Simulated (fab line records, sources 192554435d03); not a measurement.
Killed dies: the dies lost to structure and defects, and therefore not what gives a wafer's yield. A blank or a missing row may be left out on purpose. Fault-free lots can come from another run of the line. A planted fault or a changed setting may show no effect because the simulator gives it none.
fab line records -- flow n5-finfet
[record] lots = 6, wafers = 18, last-day = 17
route steps=1938 shown PMOS_HMC_CHANNEL_EPI@58 BEOL_M4@1111 PASSIVATION@1936
lots untouched by any fault: they come from a run of this same line in which no faults occurred
start-h: start of the lot's first displayed wafer, in hours after the record's first day -- wait-h: hours elapsed since this lot's preceding step -- " the same as in the row above -- L1.1+2: a row that stands for several wafers -- - no value present, or no start provided -- * or withheld: withheld -- < > ~ a bound
route shown NAME@n: a module of which the file shows steps, and the number in the route of the first -- usual: the fault-free wafers' mean and standard deviation -- same: alike in all rows -- chamber/n: place in a boat -- sites: each site's reading -- _std_site: the standard deviation of these -- _edge_site: inner sites' mean taken away from outer sites' mean -- radius-mm: for every site, how far away it sits from the centre of the wafer -- mask NAME#n: copy n -- behind: the last tool/chamber to shape the wafer -- hold: why the lot went on hold/how many hours it stayed there/how the hold came to an end -- device: whichever transistor did not switch (one of n, p or np) -- end of line: the same wafers' tests at the end of the route -- where a step has no rows: the recipe by itself -- killed: dies lost to structure and defects at the first sort, not the wafer's yield -- map: a wafer's dies, marking killed ones x, the rest . and places with no die _
set.NAME: setting as actually run; set.NAME@STEP: the setting as run at that earlier step -- model.NAME: the simulator's own value behind a step, which no gauge read
lots at selected steps of the route; one table per step, one row per wafer
services: the hour from which a tool's chamber was out of use, counted from the record's first day as start-h (under 0 if before that day), plus the number of hours and why
[[steps]]
[step N5_PMOS_HMC_CHANNEL_EPI_COAT_31]
[recipe] resist = BARC, temp-c = 205, time-s = 60, spin-rpm = 1500, resist-thk-nm = 66
[step N5_PMOS_HMC_CHANNEL_EPI_COAT_03]
[recipe] resist = CAR-ArF-block, spin-rpm = 1500, resist-thk-nm = 205
[step N5_PMOS_HMC_CHANNEL_EPI_EBR_05]
[recipe] solvent = PGMEA, ebr-width-mm = 1.5
[step N5_PMOS_HMC_CHANNEL_EPI_SOFTBAKE_04]
[recipe] temp-c = 110, time-s = 60, resist = CAR-ArF-block
[step N5_PMOS_HMC_CHANNEL_EPI_EXPOSE_06]
[recipe] mask-id = PMOS_HMC_BLK, na = 1.35, source-shape = conventional, sigma-outer = 0.8, polarization = unpolarized, target-cd-nm = 240, dose-mj = 41
[step N5_PMOS_HMC_CHANNEL_EPI_PEB_07]
[recipe] peb-temp-c = 110, peb-time-s = 60, resist = CAR-ArF-block
[step N5_PMOS_HMC_CHANNEL_EPI_DEVELOP_08]
[recipe] develop-time-s = 30, developer = TMAH, resist = CAR-ArF-block, dev-temp-c = 23, rinse-liquid = diw, dry = air-spin
[step N5_PMOS_HMC_CHANNEL_EPI_CD_MEAS_09]
[recipe] target-cd-nm = 237.4, landing-energy-ev = 500, detector = se-inlens
[usual] cd-nm = 237.5/0.83
[same] landing-energy-ev = 500
lot.wafer,tool,chamber,start-h,wait-h,cd-nm
L256.1,cd-sem-02,0,53.06,-,236.2
L256.2,cd-sem-02,0,53.06,-,236.8
L256.4,cd-sem-02,0,53.06,-,237.4
L262.2,cd-sem-03,0,89.24,-,237.7
L262.5,cd-sem-03,0,89.24,-,238.6
L262.6,cd-sem-03,0,89.24,-,238.2
L264.1,cd-sem-01,0,101.18,-,237.6
L264.4,cd-sem-01,0,101.18,-,236.8
L264.6,cd-sem-01,0,101.18,-,236.6
L265.1,cd-sem-02,0,107.80,-,236.9
L265.5,cd-sem-02,0,107.80,-,238.4
L265.6,cd-sem-02,0,107.80,-,237.3
L266.2,cd-sem-01,0,112.98,-,238.2
L266.4,cd-sem-01,0,112.98,-,238.2
L266.5,cd-sem-01,0,112.98,-,238.3
L268.2,cd-sem-01,0,125.72,-,237.4
L268.3,cd-sem-01,0,125.72,-,237.1
L268.4,cd-sem-01,0,125.72,-,237.5
[step N5_PMOS_HMC_CHANNEL_EPI_OVL_MEAS_10]
[recipe] points-per-wafer = 44
[usual] PMOS_HMC_BLK_OVL = -0.5/0.88
lot.wafer,tool,chamber,start-h,wait-h,PMOS_HMC_BLK_OVL[nm]
L256.1,overlay-01,0,53.09,0.0,0.3
L256.2,overlay-01,0,53.09,0.0,-1.1
L256.4,overlay-01,0,53.09,0.0,-1.4
L262.2,overlay-01,0,89.27,0.0,-1.7
L262.5,overlay-01,0,89.27,0.0,-1.2
L262.6,overlay-01,0,89.27,0.0,-1.6
L264.1,overlay-01,0,101.21,0.0,-0.5
L264.4,overlay-01,0,101.21,0.0,-1.5
L264.6,overlay-01,0,101.21,0.0,0.0
L265.1,overlay-02,0,107.83,0.0,-0.1
L265.5,overlay-02,0,107.83,0.0,-0.1
L265.6,overlay-02,0,107.83,0.0,-0.6
L266.2,overlay-01,0,113.01,0.0,-0.8
L266.4,overlay-01,0,113.01,0.0,-0.5
L266.5,overlay-01,0,113.01,0.0,-0.5
L268.2,overlay-01,0,125.75,0.0,-0.6
L268.3,overlay-01,0,125.75,0.0,-0.6
L268.4,overlay-01,0,125.75,0.0,-1.3
[step N5_PMOS_HMC_CHANNEL_EPI_INSPECT_11]
[recipe] mode = adi, inspect-instrument = macro
[usual] raw-defect-count = 2.0/1.4
lot.wafer,tool,chamber,start-h,wait-h,raw-defect-count
L256.1,defect-inspect-01,-,53.11,0.0,5
L256.2,defect-inspect-01,-,53.11,0.0,0
L256.4,defect-inspect-01,-,53.11,0.0,0
L262.2,defect-inspect-01,-,89.29,0.0,2
L262.5,defect-inspect-01,-,89.29,0.0,2
L262.6,defect-inspect-01,-,89.29,0.0,1
L264.1,defect-inspect-01,-,101.24,0.0,3
L264.4,defect-inspect-01,-,101.24,0.0,4
L264.6,defect-inspect-01,-,101.24,0.0,2
L265.1,defect-inspect-02,-,107.85,0.0,2
L265.5,defect-inspect-02,-,107.85,0.0,2
L265.6,defect-inspect-02,-,107.85,0.0,2
L266.2,defect-inspect-01,-,113.04,0.0,3
L266.4,defect-inspect-01,-,113.04,0.0,1
L266.5,defect-inspect-01,-,113.04,0.0,4
L268.2,defect-inspect-02,-,125.77,0.0,3
L268.3,defect-inspect-02,-,125.77,0.0,1
L268.4,defect-inspect-02,-,125.77,0.0,1
[step N5_PMOS_HMC_CHANNEL_EPI_DESCUM_14]
[recipe] chemistry = O2, time-s = 7.9, source-power-w = 50, bias-power-w = 20, pressure-mtorr = 20, rf-frequency-hz = 2.712e+07, temp-c = 40, resist = CAR-ArF-block, o2-flow-sccm = 225
[usual] drypump-motor-current-A = 5.7/0.56, oes-product-au = 0.80/0.095, rf-fwd-power-W = 49.38/0.23, rf-vpp-V = 243.0/1.4, showerhead-plenum-p-Torr = 2.10/0.069, throttle-valve-pct = 20.41/0.17
lot.wafer,tool,chamber,start-h,wait-h,drypump-motor-current-A,oes-product-au,rf-fwd-power-W,rf-hours-counter-h,rf-vpp-V,showerhead-plenum-p-Torr,throttle-valve-pct
L256.1,rie-diel-01,2,53.14,0.0,4.9,0.80,49.56,104,242.3,2.02,20.36
L256.2,rie-diel-01,1,53.14,0.0,6.7,0.87,49.14,33,243.2,2.14,20.28
L256.4,rie-diel-01,3,53.14,0.0,5.3,0.69,49.15,218,243.3,2.07,20.30
L262.2,rie-diel-04,3,89.33,0.0,5.9,0.99,49.29,1,244.1,2.15,20.25
L262.5,rie-diel-04,0,89.33,0.0,5.4,0.68,49.75,-,240.0,1.98,20.59
L262.6,rie-diel-04,3,89.33,0.0,5.8,0.99,49.62,-,244.5,2.15,20.25
L264.1,rie-diel-04,2,101.59,0.3,6.2,0.79,49.48,106,241.6,2.04,20.59
L264.4,rie-diel-04,1,101.59,0.3,5.9,0.79,49.36,118,244.7,2.19,20.44
L264.6,rie-diel-04,0,101.59,0.3,5.4,0.69,49.69,-,240.5,1.98,20.59
L265.1,rie-diel-04,2,108.14,0.3,6.2,0.80,49.55,108,242.1,2.04,20.61
L265.5,rie-diel-04,0,108.14,0.3,5.3,0.69,49.63,-,240.9,1.98,20.61
L265.6,rie-diel-04,1,108.14,0.3,5.9,0.80,49.05,-,245.3,2.19,20.43
L266.2,rie-diel-01,3,113.07,0.0,5.4,0.68,49.08,237,242.1,2.06,20.34
L266.4,rie-diel-01,2,113.07,0.0,4.8,0.78,49.35,123,240.9,2.01,20.38
L266.5,rie-diel-01,3,113.07,0.0,5.4,0.68,49.11,-,243.0,2.06,20.35
L268.2,rie-diel-01,0,125.80,0.0,5.5,0.88,49.49,49,242.6,2.13,20.23
L268.3,rie-diel-01,3,125.80,0.0,5.4,0.69,49.07,241,243.0,2.06,20.36
L268.4,rie-diel-01,3,125.80,0.0,5.4,0.69,49.23,-,244.5,2.06,20.36
[step N5_PMOS_HMC_CHANNEL_EPI_ETCH_32]
[recipe] chemistry = N2/H2, target = BARC, stop-on = SiO2, target-depth-a = 858, over-etch-frac = 0.3, time-s = 50.3, ion-energy-ev = 200, mask-material = CAR-ArF-block, pressure-mtorr = 30, source-w = 840, bias-w = 150, n2-flow-sccm = 200, h2-flow-sccm = 200
[usual] drypump-motor-current-A = 5.7/0.56, n2-flow-sccm = 200.0/0.68, oes-product-au = 0.68/0.078, rf-fwd-power-W = 831/3.2, rf-vpp-V = 524.0/2.5, showerhead-plenum-p-Torr = 2.55/0.086, throttle-valve-pct = 17.87/0.19
lot.wafer,tool,chamber,start-h,wait-h,drypump-motor-current-A,n2-flow-sccm,oes-product-au,rf-fwd-power-W,rf-hours-counter-h,rf-vpp-V,showerhead-plenum-p-Torr,throttle-valve-pct
L256.1,rie-diel-01,2,53.18,0.0,4.9,199.4,0.68,828,104,520.9,2.46,17.83
L256.2,rie-diel-01,1,53.18,0.0,6.8,200.2,0.75,831,33,525.4,2.59,17.73
L256.4,rie-diel-01,3,53.18,0.0,5.4,200.3,0.60,827,218,523.8,2.51,17.79
L262.2,rie-diel-04,3,89.36,0.0,5.8,200.2,0.84,832,1,525.4,2.60,17.61
L262.5,rie-diel-04,0,89.36,0.0,5.3,200.1,0.60,833,-,521.4,2.40,18.02
L262.6,rie-diel-04,3,89.36,0.0,5.9,200.1,0.85,833,-,526.7,2.60,17.62
L264.1,rie-diel-04,2,101.62,0.0,6.2,198.2,0.67,833,106,522.8,2.46,18.06
L264.4,rie-diel-04,1,101.62,0.0,5.9,201.2,0.67,828,118,526.5,2.67,17.89
L264.6,rie-diel-04,0,101.62,0.0,5.3,199.4,0.59,835,-,519.7,2.40,18.03
L265.1,rie-diel-04,2,108.17,0.0,6.2,199.6,0.68,829,108,521.3,2.46,18.05
L265.5,rie-diel-04,0,108.17,0.0,5.4,199.4,0.60,838,-,521.2,2.40,18.02
L265.6,rie-diel-04,1,108.17,0.0,5.9,200.5,0.67,830,-,527.2,2.67,17.91
L266.2,rie-diel-01,3,113.11,0.0,5.4,200.2,0.59,830,237,524.4,2.50,17.80
L266.4,rie-diel-01,2,113.11,0.0,4.9,200.1,0.66,828,123,520.4,2.45,17.85
L266.5,rie-diel-01,3,113.11,0.0,5.4,200.3,0.60,835,-,522.4,2.50,17.83
L268.2,rie-diel-01,0,125.84,0.0,5.4,199.2,0.74,832,49,526.0,2.59,17.69
L268.3,rie-diel-01,3,125.84,0.0,5.4,199.7,0.59,826,241,522.5,2.50,17.82
L268.4,rie-diel-01,3,125.84,0.0,5.4,200.1,0.59,826,-,522.1,2.50,17.82
[step N5_PMOS_HMC_CHANNEL_EPI_HM_OPEN_15]
[recipe] chemistry = CHF3/O2, target = SiO2, mask-material = CAR-ArF-block, target-depth-a = 406, CHF3_flow_sccm = 50, O2_flow_sccm = 5, Ar_flow_sccm = 200, time-s = 20.3, pressure-mtorr = 30, source-w = 650, bias-w = 170, ion-energy-ev = 200
[usual] drypump-motor-current-A = 5.7/0.56, oes-product-au = 0.80/0.095, rf-fwd-power-W = 644.9/2.5, rf-vpp-V = 525/5, showerhead-plenum-p-Torr = 2.42/0.077, throttle-valve-pct = 18.89/0.18
lot.wafer,tool,chamber,start-h,wait-h,drypump-motor-current-A,oes-product-au,rf-fwd-power-W,rf-hours-counter-h,rf-vpp-V,showerhead-plenum-p-Torr,throttle-valve-pct,model.CAR-ArF-block_of_PMOS_HMC_CHANNEL_EPI_COAT_03.thk-nm,model.etch.depth-nm
L256.1,rie-diel-01,2,53.22,0.0,4.9,0.80,642.9,104,529,2.34,18.89,91.9,40.6
L256.2,rie-diel-01,1,53.22,0.0,6.8,0.88,643.3,33,517,2.46,18.73,92.12,40.39
L256.4,rie-diel-01,3,53.22,0.0,5.4,0.70,646.2,218,524,2.39,18.85,94.44,39.99
L262.2,rie-diel-04,3,89.40,0.0,5.8,0.99,646.1,1,529,2.46,18.63,89.34,40.81
L262.5,rie-diel-04,0,89.40,0.0,5.3,0.69,650.7,-,520,2.28,19.02,92.12,40.21
L262.6,rie-diel-04,3,89.40,0.0,5.8,1.00,644.5,-,531,2.46,18.62,88.94,40.9
L264.1,rie-diel-04,2,101.66,0.0,6.2,0.79,648.1,106,528,2.34,19.03,92.76,40.3
L264.4,rie-diel-04,1,101.66,0.0,5.9,0.80,640.5,119,528,2.52,18.93,89.13,41.21
L264.6,rie-diel-04,0,101.66,0.0,5.4,0.86,646.1,-,520,2.28,19.10,76.81,56.31
L265.1,rie-diel-04,2,108.22,0.0,6.2,0.80,649.5,108,529,2.34,19.02,92.44,40.96
L265.5,rie-diel-04,0,108.22,0.0,5.3,0.87,649.8,-,520,2.28,19.10,76.18,57.25
L265.6,rie-diel-04,1,108.22,0.0,5.9,0.79,641.2,-,526,2.52,18.94,89.86,41.72
L266.2,rie-diel-01,3,113.15,0.0,5.4,0.68,643.9,237,523,2.38,18.91,94.81,39.29
L266.4,rie-diel-01,2,113.15,0.0,4.9,0.78,643.0,123,528,2.33,18.93,90.56,40.79
L266.5,rie-diel-01,3,113.15,0.0,5.4,0.67,645.9,-,524,2.39,18.89,94.25,39.18
L268.2,rie-diel-01,0,125.88,0.0,5.5,0.86,644.2,49,521,2.45,18.71,91.55,40.38
L268.3,rie-diel-01,3,125.88,0.0,5.4,0.68,640.9,241,523,2.38,18.91,93.58,39.46
L268.4,rie-diel-01,3,125.88,0.0,5.4,0.68,641.2,-,524,2.38,18.90,93.43,39.52
[step N5_PMOS_HMC_CHANNEL_EPI_STRIP_33]
[recipe] chemistry = N2/H2, power-w = 500, temp-c = 40, pressure-mtorr = 50, rf-frequency-hz = 6e+07, overash-fraction = 0.3, bias-power-w = 8, h2-frac = 0.5, n2-flow-sccm = 300, h2-flow-sccm = 300
[usual] drypump-motor-current-A = 5.7/0.56, n2-flow-sccm = 299.9/0.9, oes-product-au = 0.80/0.095, rf-vpp-V = 54.2/1.6, showerhead-plenum-p-Torr = 3.36/0.11, throttle-valve-pct = 18.99/0.27
lot.wafer,tool,chamber,start-h,wait-h,drypump-motor-current-A,n2-flow-sccm,oes-product-au,rf-hours-counter-h,rf-vpp-V,showerhead-plenum-p-Torr,throttle-valve-pct
L256.1,rie-diel-01,2,53.28,0.0,4.9,301.2,0.81,104,53.3,3.25,18.93
L256.2,rie-diel-01,1,53.28,0.0,6.8,300.1,0.87,34,54.2,3.42,18.92
L256.4,rie-diel-01,3,53.28,0.0,5.4,299.3,0.69,218,55.6,3.31,18.93
L262.2,rie-diel-04,3,89.46,0.0,5.9,300.1,1.01,1,51.2,3.43,18.72
L262.5,rie-diel-04,0,89.46,0.0,5.4,299.1,0.70,-,54.1,3.18,18.95
L262.6,rie-diel-04,3,89.46,0.0,5.9,300.4,0.99,-,57.8,3.43,18.71
L264.1,rie-diel-04,2,101.72,0.0,6.2,299.0,0.78,106,51.2,3.25,19.56
L264.4,rie-diel-04,1,101.72,0.0,5.9,300.7,0.78,119,55.5,3.52,18.87
L264.6,rie-diel-04,0,101.72,0.0,5.4,299.4,0.68,-,56.3,3.18,18.97
L265.1,rie-diel-04,2,108.27,0.0,6.2,299.3,0.79,108,56.8,3.25,19.59
L265.5,rie-diel-04,0,108.27,0.0,5.4,298.1,0.69,-,57.5,3.18,18.94
L265.6,rie-diel-04,1,108.27,0.0,5.9,300.1,0.78,-,52.5,3.51,18.88
L266.2,rie-diel-01,3,113.20,0.0,5.4,299.8,0.69,237,53.5,3.30,18.95
L266.4,rie-diel-01,2,113.20,0.0,4.9,299.8,0.80,123,54.0,3.24,18.96
L266.5,rie-diel-01,3,113.20,0.0,5.4,301.4,0.69,-,55.2,3.30,18.96
L268.2,rie-diel-01,0,125.94,0.0,5.4,300.8,0.87,49,53.5,3.42,18.76
L268.3,rie-diel-01,3,125.94,0.0,5.4,301.0,0.69,241,52.9,3.30,18.98
L268.4,rie-diel-01,3,125.94,0.0,5.4,299.5,0.69,-,57.6,3.30,18.91
[step N5_BEOL_M4_RC_MEAS_101]
[usual] DIBL_N = 36.4/1.4, DIBL_P = 36.4/1.5, IOFF_N = 0.156/0.022, IOFF_P = 0.210/0.023, ION_N = 675/9.1, ION_P = 463/5.7, SS_N = 71.6/0.45, SS_P = 73.3/0.56, VT_N = 250/3.1, VT_P = -250.3/2.3
lot.wafer,tool,chamber,start-h,wait-h,DIBL_N[mV/V],DIBL_P[mV/V],IOFF_N[nA/um],IOFF_P[nA/um],ION_N[uA/um],ION_P[uA/um],SS_N[mV/dec],SS_P[mV/dec],VT_N[mV],VT_P[mV]
L256.1,prober-02,0,229.14,0.0,37.9,36.2,0.180,0.247,684,470,72.6,73.3,247,-248.2
L256.2,prober-02,0,229.14,0.0,37.3,34.4,0.163,0.216,680,467,71.3,73.3,251,-248.5
L256.4,prober-02,0,229.14,0.0,35.8,32.9,0.134,0.194,671,466,71.1,73.5,251,-248.8
L262.2,prober-01,0,257.46,0.2,34.8,34.8,0.123,0.179,656,450,71.4,73.2,256,-254.4
L262.5,prober-01,0,257.46,0.2,36.0,36.2,0.136,0.194,660,464,71.5,74.0,255,-252.4
L262.6,prober-01,0,257.46,0.2,37.7,37.9,0.170,0.232,671,461,72.1,73.5,252,-250.2
L264.1,prober-02,0,278.02,0.0,36.2,38.0,0.166,0.225,677,464,72.2,74.2,247,-250.1
L264.4,prober-02,0,278.02,0.0,35.5,36.9,0.153,0.211,662,456,71.9,73.0,250,-253.2
L264.6,prober-02,0,278.02,0.0,35.5,36.2,0.135,0.196,669,458,71.6,73.6,254,-253.3
L265.1,prober-01,0,280.13,0.0,36.7,35.5,0.161,0.218,686,464,71.5,72.3,249,-247.8
L265.5,prober-01,0,280.13,0.0,37.9,36.2,0.184,0.224,684,465,71.9,72.6,247,-251.5
L265.6,prober-01,0,280.13,0.0,37.6,36.7,0.178,0.236,695,468,71.3,73.4,246,-247.0
L266.2,prober-01,0,289.78,0.2,38.1,38.4,0.167,0.220,678,463,71.5,73.4,249,-250.6
L266.4,prober-01,0,289.78,0.2,38.1,39.1,0.174,0.231,682,470,71.3,73.8,251,-248.8
L266.5,prober-01,0,289.78,0.2,38.7,39.1,0.185,0.227,684,466,72.0,72.6,248,-251.4
L268.2,prober-02,0,306.25,0.2,38.1,36.5,0.167,0.231,679,466,71.3,73.3,251,-248.7
L268.3,prober-02,0,306.25,0.2,36.9,35.3,0.149,0.216,675,465,71.3,72.9,251,-249.1
L268.4,prober-02,0,306.25,0.2,36.9,35.2,0.148,0.219,671,469,71.4,72.7,254,-251.0
[step N5_PASSIVATION_PROBE_49]
[usual] defect-limited-yield = 91.5/1.3, killed_at_M0_to_M3 = 33/10, killed_at_M4_up = 13/4, killed-at-contacts = 12/6.3, killed-at-front-end = 39/11, killed-at-other = 3.4/2.6, killed-dies = 100/15, killed-open = 65/11, killed-short = 34/7.8, sort_bin_5_function = 5.0/0.89, sort_bin_6_memory = 3.2/0.58, sort-n-pass = 1080/15, sort-yield-pct = 91.5/1.3
[same] gross-dies = 1180, killed-at-back-side = 0, sort_bin_4_leakage[%] = 0, sort_bin_8_speed[%] = 0
lot.wafer,tool,chamber,start-h,wait-h,defect-limited-yield[%],killed_at_M0_to_M3,killed_at_M4_up,killed-at-contacts,killed-at-front-end,killed-at-other,killed-dies,killed-open,killed-short,sort_bin_5_function[%],sort_bin_6_memory[%],sort-n-pass,sort-yield-pct[%]
L262.2,prober-01,-,363.49,0.1,92.5,37,10,8,29,4,88,62,26,4.4,2.9,1092,92.5
L262.5,prober-01,-,363.64,0.2,91.3,35,8,7,46,7,103,60,43,5.2,3.3,1077,91.3
L262.6,prober-01,-,363.69,0.3,91.4,40,9,2,48,3,102,58,44,4.9,3.2,1078,91.4
L265.1,prober-02,-,392.41,0.0,91.4,39,11,13,38,1,102,67,35,4.8,3.6,1078,91.4
L265.5,prober-02,-,392.61,0.2,91.4,35,12,20,33,1,101,65,36,4.3,3.6,1079,91.4
L265.6,prober-02,-,392.66,0.3,92.2,28,9,17,36,2,92,53,39,4.6,3.0,1088,92.2
L264.1,prober-01,-,392.46,0.0,90.5,49,9,12,41,1,112,63,47,5.4,3.4,1068,90.5
L264.4,prober-01,-,392.61,0.2,89.2,29,16,12,65,5,127,73,49,6.9,3.5,1053,89.2
L264.6,prober-01,-,392.71,0.3,89.1,37,13,7,69,3,129,84,43,7.0,3.2,1051,89.1
L266.2,prober-02,-,394.43,0.1,91.2,38,9,8,38,11,104,62,41,5.0,3.5,1076,91.2
L266.4,prober-02,-,394.53,0.2,92.2,38,6,11,36,1,92,53,37,4.4,3.1,1088,92.2
L266.5,prober-02,-,394.58,0.2,90.5,52,12,5,37,6,112,65,45,5.3,3.9,1068,90.5
L268.2,prober-01,-,416.82,0.1,91.4,23,11,24,40,4,102,63,39,5.7,2.5,1078,91.4
L268.3,prober-01,-,416.87,0.1,91.6,36,13,11,39,0,99,60,36,4.6,3.1,1081,91.6
L268.4,prober-01,-,416.92,0.2,90.7,29,13,22,43,3,110,66,44,5.6,3.3,1070,90.7
// killed by level:class
L262.2 BEOL_M3:geometric-particle:open=10 BEOL_M1:geometric-particle:open=7 STI_FIN_REVEAL:geometric-particle:open=6 GATE_CUT:geometric-particle:open=6 BEOL_M0_SAQP:geometric-particle:open=6 FIN_SAQP:geometric-particle:open=5 MOL_CONTACT_COAG:geometric-particle:open=5 BEOL_M2:geometric-particle:open=5
L262.5 BEOL_M0_SAQP:geometric-particle:open=10 BEOL_M0_SAQP:geometric-particle:short=10 FIN_SAQP:geometric-particle:short=8 FIN_SAQP:geometric-particle:open=8 STI_FIN_REVEAL:geometric-particle:open=6 BEOL_M3:geometric-particle:open=6 MOL_CONTACT_COAG:geometric-particle:open=5 STARTING-WAFER:geometric-particle:open=5
L262.6 BEOL_M3:geometric-particle:open=12 GATE_CUT:geometric-particle:short=10 BEOL_M0_SAQP:geometric-particle:short=10 BEOL_M0_SAQP:geometric-particle:open=9 FIN_SAQP:geometric-particle:short=7 FIN_SAQP:geometric-particle:open=6 ILD0:geometric-particle:short=5 DUMMY_GATE:geometric-particle:open=4
L265.1 FIN_SAQP:geometric-particle:short=12 MOL_CONTACT_COAG:geometric-particle:open=8 BEOL_M1:geometric-particle:open=7 BEOL_M2:geometric-particle:open=7 FIN_SAQP:geometric-particle:open=6 BEOL_M3:geometric-particle:open=6 BEOL_M0_SAQP:geometric-particle:open=6 MOL_CONTACT_COAG:geometric-particle:short=5
L264.1 BEOL_M0_SAQP:geometric-particle:short=17 STI_FIN_REVEAL:geometric-particle:open=14 BEOL_M0_SAQP:geometric-particle:open=12 BEOL_M3:geometric-particle:open=10 MOL_CONTACT_COAG:geometric-particle:open=9 FIN_SAQP:geometric-particle:short=8 BEOL_M2:geometric-particle:open=4 DUMMY_GATE:geometric-particle:open=4
L265.5 MOL_CONTACT_COAG:geometric-particle:open=19 BEOL_M0_SAQP:geometric-particle:short=11 BEOL_M0_SAQP:geometric-particle:open=11 FIN_SAQP:geometric-particle:open=10 FIN_SAQP:geometric-particle:short=8 GATE_CUT:geometric-particle:short=6 BEOL_M6:geometric-particle:open=5 BEOL_M1:geometric-particle:open=4
L264.4 FIN_SAQP:geometric-particle:open=16 BEOL_M0_SAQP:geometric-particle:short=16 FIN_SAQP:geometric-particle:short=15 STI_FIN_REVEAL:geometric-particle:open=12 MOL_CONTACT_COAG:geometric-particle:open=11 STARTING-WAFER:geometric-particle:open=6 DUMMY_GATE:geometric-particle:open=6 BEOL_M4:geometric-particle:open=5
L265.6 FIN_SAQP:geometric-particle:short=14 MOL_CONTACT_COAG:geometric-particle:open=11 STI_FIN_REVEAL:geometric-particle:open=7 BEOL_M0_SAQP:geometric-particle:open=7 MOL_CONTACT_COAG:geometric-particle:short=6 BEOL_M2:geometric-particle:open=5 GATE_CUT:geometric-particle:short=5 BEOL_M1:geometric-particle:open=4
L264.6 STI_FIN_REVEAL:geometric-particle:open=23 BEOL_M0_SAQP:geometric-particle:short=11 FIN_SAQP:geometric-particle:open=10 FIN_SAQP:geometric-particle:short=10 DUMMY_GATE:geometric-particle:open=7 BEOL_M0_SAQP:geometric-particle:open=7 BEOL_M4:geometric-particle:open=6 MOL_CONTACT_COAG:geometric-particle:open=5
L266.2 BEOL_M0_SAQP:geometric-particle:short=13 BEOL_M2:geometric-particle:open=9 MOL_CONTACT_COAG:geometric-particle:open=8 BEOL_M0_SAQP:geometric-particle:open=8 BEOL_M4:geometric-particle:open=6 FIN_SAQP:geometric-particle:short=5 GATE_CUT:geometric-particle:short=5 STARTING-WAFER:geometric-particle:short=5
L266.4 FIN_SAQP:geometric-particle:short=10 BEOL_M3:geometric-particle:open=10 BEOL_M0_SAQP:geometric-particle:short=9 FIN_SAQP:geometric-particle:open=8 MOL_CONTACT_COAG:geometric-particle:open=8 GATE_CUT:geometric-particle:short=6 BEOL_M0_SAQP:geometric-particle:open=6 BEOL_M1:geometric-particle:open=5
L266.5 BEOL_M0_SAQP:geometric-particle:short=14 BEOL_M0_SAQP:geometric-particle:open=12 BEOL_M3:geometric-particle:open=10 FIN_SAQP:geometric-particle:short=8 STI_FIN_REVEAL:geometric-particle:open=7 BEOL_M1:geometric-particle:open=7 STI_FIN_REVEAL:geometric-particle:short=5 BEOL_M3:geometric-particle:short=5
L268.2 MOL_CONTACT_COAG:geometric-particle:open=19 FIN_SAQP:geometric-particle:short=13 GATE_CUT:geometric-particle:short=9 FIN_SAQP:geometric-particle:open=7 BEOL_M3:geometric-particle:open=7 GATE_CUT:geometric-particle:open=5 MOL_CONTACT_COAG:geometric-particle:short=5 BEOL_M4:geometric-particle:open=5
L268.3 FIN_SAQP:geometric-particle:short=15 BEOL_M3:geometric-particle:open=14 BEOL_M2:geometric-particle:open=11 MOL_CONTACT_COAG:geometric-particle:open=9 GATE_CUT:geometric-particle:short=8 FIN_SAQP:geometric-particle:open=7 BEOL_M0_SAQP:geometric-particle:open=6 BEOL_M4:geometric-particle:open=4
L268.4 FIN_SAQP:geometric-particle:short=22 MOL_CONTACT_COAG:geometric-particle:open=19 BEOL_M3:geometric-particle:open=8 FIN_SAQP:geometric-particle:open=6 BEOL_M0_SAQP:geometric-particle:short=6 GATE_CUT:geometric-particle:short=5 BEOL_M2:geometric-particle:open=5 BEOL_M4:geometric-particle:open=4
[[services]]
tool,chamber,start-h,hours,kind
rie-diel-04,1,46.04,2.6,repair
rie-diel-01,0,66.08,1.5,repair
rie-diel-04,3,71.71,-,clean
rie-diel-04,3,71.71,-,consumable-replace:focus-ring
rie-diel-04,3,71.71,15.5,scheduled-down
rie-diel-04,3,71.71,15.5,vent-cycle
rie-diel-04,0,109.09,-,clean
rie-diel-04,0,109.09,-,consumable-replace:focus-ring
rie-diel-04,0,109.09,-,consumable-replace:showerhead
rie-diel-04,0,109.09,20.5,scheduled-down
rie-diel-04,0,109.09,20.5,vent-cycle
[[key]]
first-sign none at tools or gauges
[model-effect] step = N5_PMOS_HMC_CHANNEL_EPI_HM_OPEN_15, value = CAR-ArF-block_of_PMOS_HMC_CHANNEL_EPI_COAT_03.thk-nm, without = 93.56, struck = 76.49
met-at N5_PMOS_HMC_CHANNEL_EPI_HM_OPEN_15
struck-wafers L264.6,L265.5
onset-between 89.40 101.66
[fault] kind = process-parameter-drift, tool = rie-diel-04, chamber = 0, onset-h = 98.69, steps = N5_PMOS_HMC_CHANNEL_EPI_HM_OPEN_15, channel = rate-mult, offset = 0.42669, shape = step, end-h = 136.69
